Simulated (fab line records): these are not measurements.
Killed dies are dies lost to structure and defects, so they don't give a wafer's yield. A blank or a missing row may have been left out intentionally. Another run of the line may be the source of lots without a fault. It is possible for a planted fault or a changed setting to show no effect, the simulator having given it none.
Matching of chambers -- flow nand_harc -- NHARC_A_STAIRCASE_ETCH_236 on rie_diel-07 has 4 sister chambers
The step etches the open film in C4F8/O2, target depth 100 nm, time 40.5 s. 8 wafers are shown with their chamber, then 7 later ones without.

## WAFERS PAIRED WITH THEIR CHAMBERS
wafer,chamber,rf_vpp_V (V),run_length_s (s)
L390.6,0,907,62.7
L393.6,0,905,62.6
L398.1,1,897,61.8
L406.2,3,887,61.9
L406.3,2,896,62.1
L406.6,3,887,61.9
L407.3,1,898,61.6
L407.5,2,895,61.9

## WAFERS WITHOUT THEIR CHAMBER
wafer,rf_vpp_V (V),run_length_s (s)
L407.6,899,61.9
L408.2,896,62.0
L408.3,904,62.4
L408.5,906,62.6
L409.1,896,62.6
L409.2,888,62.0
L409.4,906,62.3

## THE CHAMBER EACH PASSED THROUGH
wafer,from the rows above,in truth
L407.6,can't be placed: 1 or 2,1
L408.2,2,2
L408.3,0,0
L408.5,0,0
L409.1,2,2
L409.2,3,3
L409.4,0,0
Correct placement for 6 of the 7. These rows do not allow placing 1 (true chamber among the candidates in 1). Number placed wrongly: 0.
How it was worked out, from the rows above alone: a wafer's distance from a chamber is the root of the sum, over the readings, of the square of ((its reading less the chamber's mean) divided by the reading's scatter). If the next closest chamber is less than 2 further off than the closest, the wafer can't be placed; otherwise it belongs to the closest. For every chamber, the mean is computed from those of its wafers that are shown. The scatter: the root of (the sum of the squares of (reading less its chamber's mean) over the shown wafers, divided by (wafers less chambers)).
